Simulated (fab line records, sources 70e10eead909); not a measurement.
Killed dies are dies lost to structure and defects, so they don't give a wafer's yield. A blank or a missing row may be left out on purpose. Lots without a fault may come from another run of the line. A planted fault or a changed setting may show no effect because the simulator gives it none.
Chamber matching | flow nand_harc | NHARC_P_CONTACT_CMP_01 on cmp-02: 4 sister chambers
The step polishes SiO2, target thk 200 nm. 8 wafers are shown with their chamber, then 8 later ones without.

WAFERS WITH THEIR CHAMBER
wafer  | chamber | motor_current_A (A)
L076.1 | 2       | 12.5
L090.1 | 0       | 11.6
L090.3 | 3       | 12.8
L090.5 | 0       | 11.8
L091.2 | 2       | 12.1
L091.3 | 1       | 10.8
L091.4 | 3       | 13.1
L092.1 | 1       | 11.6

WAFERS WITHOUT THEIR CHAMBER
wafer  | motor_current_A (A)
L092.2 | 12.4
L092.4 | 13.5
L094.1 | 11.4
L094.4 | 13.0
L094.6 | 11.0
L095.2 | 13.1
L095.3 | 12.4
L095.6 | 12.0

WHICH CHAMBER EACH WENT THROUGH
wafer  | from the rows above               | in truth
L092.2 | can't be placed: 2 or 3 or 0      | 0
L092.4 | can't be placed: 3 or 2           | 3
L094.1 | can't be placed: 1 or 0           | 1
L094.4 | can't be placed: 3 or 2           | 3
L094.6 | can't be placed: 1 or 0           | 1
L095.2 | can't be placed: 3 or 2           | 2
L095.3 | can't be placed: 2 or 3 or 0      | 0
L095.6 | can't be placed: 0 or 2 or 1 or 3 | 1
Placed correctly: 0 of 8. Can't be placed from these rows: 8 (the true chamber is among the candidates in 8). Placed wrongly: 0.
How it was worked out, from the rows above alone: a wafer's distance from a chamber is the root of the sum, over the readings, of the square of ((its reading less the chamber's mean) divided by the reading's scatter). The wafer belongs to the nearest chamber; if the next one is less than 2 further off, it can't be placed. A chamber's mean is the mean of its shown wafers. The scatter: the root of (the sum of the squares of (reading less its chamber's mean) over the shown wafers, divided by (wafers less chambers)).
